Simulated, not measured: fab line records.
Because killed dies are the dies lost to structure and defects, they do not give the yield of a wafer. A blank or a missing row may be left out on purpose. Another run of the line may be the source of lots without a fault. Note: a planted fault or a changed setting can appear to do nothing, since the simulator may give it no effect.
A struck lot beside a sound one :: flow n5_finfet :: 16 out of 1938 route steps
Sound: wafers L858.1, L858.2, L858.4. Struck: wafer L867.6. (L867.2 of the same lot was not struck and is left out.) The cause comes at the end.
Per side, at each step with rows, come the tool, then ch with its chambers, and then its first start. Under that, the readings that differ: sound wafers :: struck wafers :: difference of the means :: sigmas: that difference in standard deviations of wafers without a fault.
alike: a reading whose means differ by less than 2 such deviations, as well as words and numbers matching on both sides. not compared: withheld readings; readings where some wafer has no value; bounds like >300 that might hide an equal value; numbers whose values overlap and for which the record gives no deviation.
A row with sigmas, a row that says differs or no value, or rows on one side alone: a step with any of these is where the two part. When numbers do not overlap yet have no deviation, they are printed without sigmas and do not part them. A reading missing from all wafers of one side parts the sides only when that side holds two or more wafers.

first, 1 step without rows for these wafers: N5_HKMG_FIN_STRIP_34 (strips in CF4).
N5_HKMG_FIN_ETCH_35: etches SOC in N2/H2, target depth 215.8 nm, time 243.4 s.
  sound on rie_diel-05 ch 0,1,3, day 5 23:26; struck on rie_diel-01 ch 0, day 8 07:32
  alike: drypump_motor_current_A, oes_product_au, rf_vpp_V, showerhead_plenum_p_Torr, throttle_valve_pct
  not compared: rf_hours_counter_h
N5_HKMG_FIN_STRIP_92: strips SOC in N2/H2, time 20 s.
  sound on rie_diel-05 ch 0,1,3, day 5 23:35; struck on rie_diel-01 ch 0, day 8 07:41
  alike: drypump_motor_current_A, oes_product_au, rf_vpp_V, showerhead_plenum_p_Torr, throttle_valve_pct
  not compared: rf_hours_counter_h
then, 4 steps without rows for these wafers: N5_HKMG_FIN_WET_ETCH_18 (etches TiN in SC1, time 55 s, target depth 5.2 nm, rinse time 30 s); N5_HKMG_FIN_STRIP_19 (strips in N2/H2, time 360 s); N5_HKMG_FIN_ALD_91 (deposits TiN, target thk 1 nm, pulse time 1 s, purge time 3 s); N5_HKMG_FIN_COAT_85 (time 60 s, resist thk 300 nm).
N5_HKMG_FIN_ETCH_86: etches SOC in N2/H2, stops on TiN, target depth 393.2 nm.
  sound on rie_diel-05 ch 0,1,2, day 6 00:31; struck on rie_diel-06 ch 0, day 8 08:41
  alike: drypump_motor_current_A, oes_product_au, rf_vpp_V, showerhead_plenum_p_Torr, throttle_valve_pct
  not compared: rf_hours_counter_h
then, 2 steps without rows for these wafers: N5_HKMG_FIN_STRIP_89 (strips SOC in N2/H2, time 20 s); N5_HKMG_FIN_WET_ETCH_87 (etches TiN in SC1, time 154.2 s, target depth 4.7 nm, rinse time 30 s).
N5_HKMG_FIN_STRIP_88: strips in N2/H2, time 360 s.
  sound on plasma_asher-02 ch 0,1, day 6 00:46; struck on plasma_asher-01 ch 0, day 8 08:56
  alike: drypump_motor_current_A, heater_power_w
  not compared: rf_hours_counter_h
N5_HKMG_FIN_NWFM_ALD_20: deposits TiAlC, target thk 2 nm, pulse time 3 s, purge time 2 s.
  sound on ald_metal-01 ch 1,2,3, day 6 01:09; struck on ald_metal-01 ch 2, day 8 09:20
  alike: heater_power_w, precursor_pulse_height_rel
  not compared: ald_cycles
N5_HKMG_FIN_ALD_71: deposits TiN, target thk 1 nm, pulse time 1 s, purge time 3 s.
  sound on ald_metal-01 ch 1,2,3, day 6 01:15; struck on ald_metal-01 ch 2, day 8 09:25
reading: ald_cycles
sound: 47 47 47
struck: 42
difference: -5
sigmas: 
  alike: heater_power_w, precursor_pulse_height_rel
then, 1 step without rows for these wafers: N5_HKMG_FIN_COAT_66 (time 60 s, resist thk 300 nm).
-- record jumps: 4 days separate the struck wafers' starts on either side; left off in module HKMG_FIN, taken up again in module BEOL_M4, whose first shown step is the route's number 1111 --
N5_BEOL_M4_RC_MEAS_101:
  sound on prober-02 ch 0, day 10 07:27; struck on prober-01 ch 0, day 12 12:07
reading: ION_N (uA/um)
sound: 682 667 673
struck: 644
difference: -30
sigmas: -2

reading: ION_P (uA/um)
sound: 465 460 459
struck: 443
difference: -18
sigmas: -3

reading: SS_N (mV/dec)
sound: 71.7 70.7 70.9
struck: 69.7
difference: -1.4
sigmas: -2

reading: VT_N (mV)
sound: 247 255 253
struck: 261
difference: +9
sigmas: +2
  alike: DIBL_N, DIBL_P, IOFF_N, IOFF_P, SS_P, VT_P
-- record jumps: 5 days separate the struck wafers' starts on either side; left off in module BEOL_M4, taken up again in module PASSIVATION, whose first shown step is the route's number 1936 --
N5_PASSIVATION_PROBE_49:
  struck on prober-01, day 17 07:13; sound on prober-02, day 14 22:40
  alike: defect_limited_yield, killed_at_M0_to_M3, killed_at_M4_up, killed_at_contacts, killed_at_front_end, killed_at_other, killed_dies, killed_on_rim, killed_open, killed_short, sort_bin_5_function, sort_bin_6_memory, sort_n_pass, sort_yield_pct

## WHERE THEY PART
Only at N5_BEOL_M4_RC_MEAS_101, as far as this record shows. Later steps at which nothing parts them and some readings are alike: N5_PASSIVATION_PROBE_49.

WHY: the cause the simulator had injected
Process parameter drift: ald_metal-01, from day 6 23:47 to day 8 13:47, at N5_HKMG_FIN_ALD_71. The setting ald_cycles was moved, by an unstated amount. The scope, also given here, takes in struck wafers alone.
